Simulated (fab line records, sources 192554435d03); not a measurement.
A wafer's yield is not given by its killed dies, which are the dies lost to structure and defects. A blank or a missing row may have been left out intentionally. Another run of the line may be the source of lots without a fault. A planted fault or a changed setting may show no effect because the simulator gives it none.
Which tool is to blame?	flow n5_finfet	24 lots with 72 wafers sampled at 6 steps, on a route of 1938 steps

## WHAT THE GAUGES READ, wafer by wafer
Not one reading of a measure or inspect step in the record can be checked against a usual standard deviation.

## TOOL THAT RAN EACH LOT (tool first, then ch and the chambers of the sampled wafers, then the start)
lot	N5_BEOL_M2_ANNEAL_87	N5_BEOL_M2_SPUTTER_90	N5_BEOL_M2_ANNEAL_91	N5_BEOL_M2_ANNEAL_95	N5_BEOL_M2_DEP_57	N5_BEOL_M3_ILD_DEP_00
L075	pvd_sputter-03, day 6 20:13	pvd_sputter-03, day 6 20:35	pvd_sputter-03, day 6 20:40	pvd_sputter-03, day 6 21:06	pecvd-01 ch 0,1, day 6 22:19	pecvd-03 ch 1,2, day 6 22:27
L074	pvd_sputter-02, day 7 00:35	pvd_sputter-02, day 7 00:57	pvd_sputter-02, day 7 01:02	pvd_sputter-02, day 7 01:28	pecvd-03 ch 0,2, day 7 02:35	pecvd-04 ch 0,1,2, day 7 02:43
L076	pvd_sputter-01, day 7 01:41	pvd_sputter-01, day 7 02:02	pvd_sputter-01, day 7 02:07	pvd_sputter-01, day 7 02:34	pecvd-03 ch 0,1,2, day 7 04:02	pecvd-03 ch 0,1,2, day 7 04:10
L077	pvd_sputter-02, day 7 07:15	pvd_sputter-02, day 7 07:37	pvd_sputter-02, day 7 07:41	pvd_sputter-02, day 7 08:08	pecvd-03 ch 0,1,2, day 7 09:17	pecvd-04 ch 0,1,2, day 7 09:25
L079	pvd_sputter-03, day 7 22:20	pvd_sputter-03, day 7 22:41	pvd_sputter-03, day 7 22:46	pvd_sputter-03, day 7 23:13	pecvd-01 ch 0,2, day 8 00:20	pecvd-04 ch 0,2, day 8 00:28
L078	pvd_sputter-02, day 8 06:04	pvd_sputter-02, day 8 06:26	pvd_sputter-02, day 8 06:31	pvd_sputter-02, day 8 06:57	pecvd-03 ch 0,2, day 8 08:13	pecvd-02 ch 0,2, day 8 08:21
L080	pvd_sputter-01, day 8 12:40	pvd_sputter-01, day 8 13:01	pvd_sputter-01, day 8 13:06	pvd_sputter-01, day 8 13:32	pecvd-01 ch 0,2, day 8 14:40	pecvd-04 ch 0,1,2, day 8 14:47
L081	pvd_sputter-02, day 8 15:52	pvd_sputter-02, day 8 16:14	pvd_sputter-02, day 8 16:19	pvd_sputter-02, day 8 16:45	pecvd-03 ch 0,2, day 8 18:19	pecvd-04 ch 0,1,2, day 8 18:27
L082	pvd_sputter-03, day 8 16:41	pvd_sputter-03, day 8 17:02	pvd_sputter-03, day 8 17:07	pvd_sputter-03, day 8 17:34	pecvd-02 ch 0,1, day 8 19:03	pecvd-04 ch 0,1,2, day 8 19:11
L083	pvd_sputter-01, day 8 18:41	pvd_sputter-01, day 8 19:03	pvd_sputter-01, day 8 19:08	pvd_sputter-01, day 8 19:34	pecvd-01 ch 0,1, day 8 20:41	pecvd-04 ch 1,2, day 8 20:49
L084	pvd_sputter-01, day 9 15:34	pvd_sputter-01, day 9 15:56	pvd_sputter-01, day 9 16:01	pvd_sputter-01, day 9 16:27	pecvd-01 ch 0,1, day 9 17:38	pecvd-04 ch 0,1, day 9 17:47
L085	pvd_sputter-01, day 9 23:39	pvd_sputter-01, day 10 00:01	pvd_sputter-01, day 10 00:05	pvd_sputter-01, day 10 00:32	pecvd-02 ch 0,2, day 10 01:46	pecvd-04 ch 0,2, day 10 01:54
L086	pvd_sputter-02, day 10 01:53	pvd_sputter-02, day 10 02:14	pvd_sputter-02, day 10 02:19	pvd_sputter-02, day 10 02:46	pecvd-03 ch 1,2, day 10 04:09	pecvd-02 ch 0,1,2, day 10 04:17
L087	pvd_sputter-01, day 10 21:26	pvd_sputter-01, day 10 21:47	pvd_sputter-01, day 10 21:52	pvd_sputter-01, day 10 22:19	pecvd-02 ch 1,2, day 10 23:28	pecvd-04 ch 0,2, day 10 23:36
L088	pvd_sputter-01, day 11 03:50	pvd_sputter-01, day 11 04:11	pvd_sputter-01, day 11 04:16	pvd_sputter-01, day 11 04:43	pecvd-03 ch 0,2, day 11 05:52	pecvd-04 ch 1,2, day 11 05:59
L089	pvd_sputter-03, day 11 04:23	pvd_sputter-03, day 11 04:45	pvd_sputter-03, day 11 04:50	pvd_sputter-03, day 11 05:16	pecvd-02 ch 1,2, day 11 06:23	pecvd-02 ch 1,2, day 11 06:31
L091	pvd_sputter-01, day 11 06:17	pvd_sputter-01, day 11 06:39	pvd_sputter-01, day 11 06:44	pvd_sputter-01, day 11 07:10	pecvd-02 ch 0,1, day 11 08:19	pecvd-02 ch 0,1,2, day 11 08:26
L090	pvd_sputter-03, day 11 08:16	pvd_sputter-03, day 11 08:38	pvd_sputter-03, day 11 08:43	pvd_sputter-03, day 11 09:09	pecvd-03 ch 0,2, day 11 10:17	pecvd-03 ch 0,1, day 11 10:25
L092	pvd_sputter-03, day 11 13:23	pvd_sputter-03, day 11 13:44	pvd_sputter-03, day 11 13:49	pvd_sputter-03, day 11 14:16	pecvd-03 ch 0,1,2, day 11 15:40	pecvd-02 ch 0,2, day 11 15:48
L093	pvd_sputter-01, day 11 20:56	pvd_sputter-01, day 11 21:17	pvd_sputter-01, day 11 21:22	pvd_sputter-01, day 11 21:49	pecvd-03 ch 0,1,2, day 11 22:56	pecvd-04 ch 0,1, day 11 23:04
L094	pvd_sputter-02, day 11 22:40	pvd_sputter-02, day 11 23:01	pvd_sputter-02, day 11 23:06	pvd_sputter-02, day 11 23:32	pecvd-03 ch 0,1, day 12 00:40	pecvd-04 ch 1,2, day 12 00:47
L095	pvd_sputter-01, day 12 03:44	pvd_sputter-01, day 12 04:05	pvd_sputter-01, day 12 04:10	pvd_sputter-01, day 12 04:37	pecvd-02 ch 0,1,2, day 12 05:44	pecvd-04 ch 0,2, day 12 05:52
L096	pvd_sputter-01, day 12 18:41	pvd_sputter-01, day 12 19:02	pvd_sputter-01, day 12 19:07	pvd_sputter-01, day 12 19:34	pecvd-03 ch 1,2, day 12 20:44	pecvd-02 ch 0,2, day 12 20:52
L097	pvd_sputter-01, day 12 23:08	pvd_sputter-01, day 12 23:29	pvd_sputter-01, day 12 23:34	pvd_sputter-01, day 13 00:01	pecvd-03 ch 1,2, day 13 01:10	pecvd-04 ch 0,1,2, day 13 01:17
- N5_BEOL_M2_ANNEAL_87: time 240 s.
- N5_BEOL_M2_SPUTTER_90: material Cu, target thk 4.5 nm, time 8.29 s.
- N5_BEOL_M2_ANNEAL_91: time 240 s.
- N5_BEOL_M2_ANNEAL_95: time 240 s.
- N5_BEOL_M2_DEP_57: deposits SiCN from 3MS/NH3, target thk 8 nm, time 14 s.
- N5_BEOL_M3_ILD_DEP_00: deposits SiOC from DEMS/O2, target thk 79 nm, time 15.3 s.

## AS READ BY THE TOOLS THEMSELVES (means over the sampled wafers that have a number; for cases with no such wafer, the mark the record gives instead)
N5_BEOL_M2_ANNEAL_87. Usual: heater_power_w at 869 W, with a standard deviation of 44.
lot	tool	heater_power_w (W)	flag
L075	pvd_sputter-03	862	
L074	pvd_sputter-02	890	
L076	pvd_sputter-01	846	
L077	pvd_sputter-02	862	
L079	pvd_sputter-03	892	
L078	pvd_sputter-02	909	
L080	pvd_sputter-01	883	
L081	pvd_sputter-02	892	
L082	pvd_sputter-03	841	
L083	pvd_sputter-01	831	
L084	pvd_sputter-01	873	
L085	pvd_sputter-01	871	
L086	pvd_sputter-02	882	
L087	pvd_sputter-01	908	
L088	pvd_sputter-01	848	
L089	pvd_sputter-03	888	
L091	pvd_sputter-01	872	
L090	pvd_sputter-03	902	
L092	pvd_sputter-03	853	
L093	pvd_sputter-01	867	
L094	pvd_sputter-02	877	
L095	pvd_sputter-01	865	
L096	pvd_sputter-01	907	
L097	pvd_sputter-01	870	

N5_BEOL_M2_SPUTTER_90. Usual: chamber_pressure_pa 0.07 Pa, standard deviation 0.00014; chuck_gas_flow_sccm 1.26 sccm, standard deviation 0.051; substrate_temp_c -19.99 C, standard deviation 0.11; throttle_valve_pct 30.1 %, standard deviation 1.2.
lot	tool	chamber_pressure_pa (Pa)	chuck_gas_flow_sccm (sccm)	substrate_temp_c (C)	throttle_valve_pct (%)	flag
L075	pvd_sputter-03	0.07	1.28	-20.05	30.0	
L074	pvd_sputter-02	0.07	1.29	-20.08	29.5	
L076	pvd_sputter-01	0.07	1.26	-19.85	31.3	
L077	pvd_sputter-02	0.07	1.29	-19.99	29.1	
L079	pvd_sputter-03	0.07	1.24	-20.00	29.7	
L078	pvd_sputter-02	0.07	1.28	-19.96	29.4	
L080	pvd_sputter-01	0.07	1.26	-19.88	29.4	
L081	pvd_sputter-02	0.07	1.26	-20.03	29.7	
L082	pvd_sputter-03	0.07	1.21	-20.02	30.4	
L083	pvd_sputter-01	0.07	1.23	-19.92	32.0	
L084	pvd_sputter-01	0.07	1.25	-20.00	31.0	
L085	pvd_sputter-01	0.07	1.28	-20.01	30.8	
L086	pvd_sputter-02	0.07	1.29	-19.97	29.3	
L087	pvd_sputter-01	0.07	1.27	-20.04	30.3	
L088	pvd_sputter-01	0.07	1.32	-19.90	30.4	
L089	pvd_sputter-03	0.07	1.27	-20.00	29.7	
L091	pvd_sputter-01	0.07	1.28	-19.97	30.6	
L090	pvd_sputter-03	0.07	1.29	-20.01	29.6	
L092	pvd_sputter-03	0.07	1.23	-20.04	28.9	
L093	pvd_sputter-01	0.07	1.22	-19.96	30.5	
L094	pvd_sputter-02	0.07	1.30	-20.10	28.8	
L095	pvd_sputter-01	0.07	1.22	-19.97	30.5	
L096	pvd_sputter-01	0.07	1.28	-20.00	30.5	
L097	pvd_sputter-01	0.07	1.26	-19.99	29.8	

N5_BEOL_M2_ANNEAL_91. Usual: heater_power_w at 865 W, with a standard deviation of 45.
lot	tool	heater_power_w (W)	flag
L075	pvd_sputter-03	864	
L074	pvd_sputter-02	878	
L076	pvd_sputter-01	839	
L077	pvd_sputter-02	868	
L079	pvd_sputter-03	904	
L078	pvd_sputter-02	898	
L080	pvd_sputter-01	864	
L081	pvd_sputter-02	872	
L082	pvd_sputter-03	839	
L083	pvd_sputter-01	839	
L084	pvd_sputter-01	885	
L085	pvd_sputter-01	871	
L086	pvd_sputter-02	876	
L087	pvd_sputter-01	914	
L088	pvd_sputter-01	840	
L089	pvd_sputter-03	899	
L091	pvd_sputter-01	858	
L090	pvd_sputter-03	878	
L092	pvd_sputter-03	864	
L093	pvd_sputter-01	872	
L094	pvd_sputter-02	882	
L095	pvd_sputter-01	876	
L096	pvd_sputter-01	920	
L097	pvd_sputter-01	876	

N5_BEOL_M2_ANNEAL_95. Usual: heater_power_w at 869 W, with a standard deviation of 44.
lot	tool	heater_power_w (W)	flag
L075	pvd_sputter-03	861	
L074	pvd_sputter-02	890	
L076	pvd_sputter-01	861	
L077	pvd_sputter-02	868	
L079	pvd_sputter-03	885	
L078	pvd_sputter-02	877	
L080	pvd_sputter-01	888	
L081	pvd_sputter-02	877	
L082	pvd_sputter-03	830	
L083	pvd_sputter-01	835	
L084	pvd_sputter-01	859	
L085	pvd_sputter-01	868	
L086	pvd_sputter-02	878	
L087	pvd_sputter-01	905	
L088	pvd_sputter-01	854	
L089	pvd_sputter-03	878	
L091	pvd_sputter-01	871	
L090	pvd_sputter-03	895	
L092	pvd_sputter-03	861	
L093	pvd_sputter-01	863	
L094	pvd_sputter-02	896	
L095	pvd_sputter-01	880	
L096	pvd_sputter-01	910	
L097	pvd_sputter-01	883	

N5_BEOL_M2_DEP_57. Usual: rf_fwd_power_W 199.6 W, standard deviation 0.98; showerhead_plenum_p_Torr 3.675 Torr, standard deviation 0.018; showerhead_vpp_V 872 V, standard deviation 36; throttle_valve_pct 9.0 %, standard deviation 0.37.
lot	tool	rf_fwd_power_W (W)	showerhead_plenum_p_Torr (Torr)	showerhead_vpp_V (V)	throttle_valve_pct (%)	flag
L075	pecvd-01	199.5	3.658	895	9.1	
L074	pecvd-03	199.4	3.690	881	8.8	
L076	pecvd-03	200.4	3.690	870	9.1	
L077	pecvd-03	199.1	3.682	872	8.9	
L079	pecvd-01	200.3	3.673	912	9.6	
L078	pecvd-03	199.4	3.697	856	8.6	
L080	pecvd-01	200.6	3.670	921	9.7	
L081	pecvd-03	199.8	3.700	853	8.6	
L082	pecvd-02	198.3	3.650	853	8.9	
L083	pecvd-01	199.9	3.662	894	9.3	
L084	pecvd-01	200.1	3.666	874	9.3	
L085	pecvd-02	199.9	3.672	872	8.7	
L086	pecvd-03	200.1	3.675	880	9.0	
L087	pecvd-02	198.4	3.643	817	8.9	
L088	pecvd-03	200.5	3.693	878	8.7	
L089	pecvd-02	198.7	3.659	844	8.8	
L091	pecvd-02	198.7	3.650	847	9.0	
L090	pecvd-03	199.3	3.693	854	8.7	
L092	pecvd-03	199.6	3.690	860	9.0	
L093	pecvd-03	199.4	3.684	863	9.0	
L094	pecvd-03	199.2	3.694	834	9.1	
L095	pecvd-02	199.2	3.658	867	8.8	
L096	pecvd-03	199.9	3.674	872	9.3	
L097	pecvd-03	200.4	3.675	893	9.0	

N5_BEOL_M3_ILD_DEP_00. Usual: heater_power_outer_w 243 W, standard deviation 34; heater_power_w 448 W, standard deviation 41; rf_fwd_power_W 494.3 W, standard deviation 2.4; showerhead_plenum_p_Torr 5.689 Torr, standard deviation 0.021; showerhead_vpp_V 1371 V, standard deviation 74; throttle_valve_pct 11.8 %, standard deviation 0.35.
lot	tool	heater_power_outer_w (W)	heater_power_w (W)	rf_fwd_power_W (W)	showerhead_plenum_p_Torr (Torr)	showerhead_vpp_V (V)	throttle_valve_pct (%)	flag
L075	pecvd-03	244	491	494.3	5.698	1381	12.2	
L074	pecvd-04	247	452	495.5	5.693	1377	11.9	
L076	pecvd-03	240	479	495.1	5.711	1376	11.9	
L077	pecvd-04	235	439	496.5	5.673	1379	12.0	
L079	pecvd-04	236	421	495.0	5.700	1429	11.9	
L078	pecvd-02	232	408	494.3	5.686	1429	11.5	
L080	pecvd-04	275	482	493.8	5.679	1374	11.9	
L081	pecvd-04	235	430	494.8	5.684	1374	12.0	
L082	pecvd-04	247	447	495.5	5.685	1382	12.1	
L083	pecvd-04	253	475	494.6	5.701	1399	12.0	
L084	pecvd-04	247	455	494.2	5.681	1305	11.9	
L085	pecvd-04	231	412	496.6	5.684	1422	11.8	
L086	pecvd-02	227	406	493.7	5.691	1355	11.5	
L087	pecvd-04	268	454	495.3	5.683	1423	11.9	
L088	pecvd-04	220	446	495.0	5.687	1335	12.1	
L089	pecvd-02	250	449	489.6	5.672	1292	11.7	
L091	pecvd-02	233	423	493.0	5.685	1346	11.6	
L090	pecvd-03	217	437	493.2	5.729	1330	11.9	
L092	pecvd-02	249	437	494.9	5.699	1414	11.5	
L093	pecvd-04	264	485	494.2	5.666	1324	12.0	
L094	pecvd-04	204	401	494.4	5.703	1412	12.1	
L095	pecvd-04	274	462	496.5	5.683	1426	11.7	
L096	pecvd-02	238	422	492.7	5.692	1410	11.6	
L097	pecvd-04	252	456	494.9	5.679	1369	12.0	

## THE ANSWER, worked out from the rows above alone
Rule: a lot is off if the mean of its wafers that have a number lies more than 3 standard deviations from the usual mean. Also off: a lot with no number at a reading for which 4 or more lots have one. Where the step has rows for the other lots, those lots are counted as sound. First the gauges in route order, then the tools' own readings, where a lot's mean is used as printed above. At the first step where some lot is off, the reading lying furthest off is the one used; lots without a number count as furthest.
No lot is off at any reading shown: from this, nothing can be told.

## WHAT WAS PUT IN BY THE SIMULATOR
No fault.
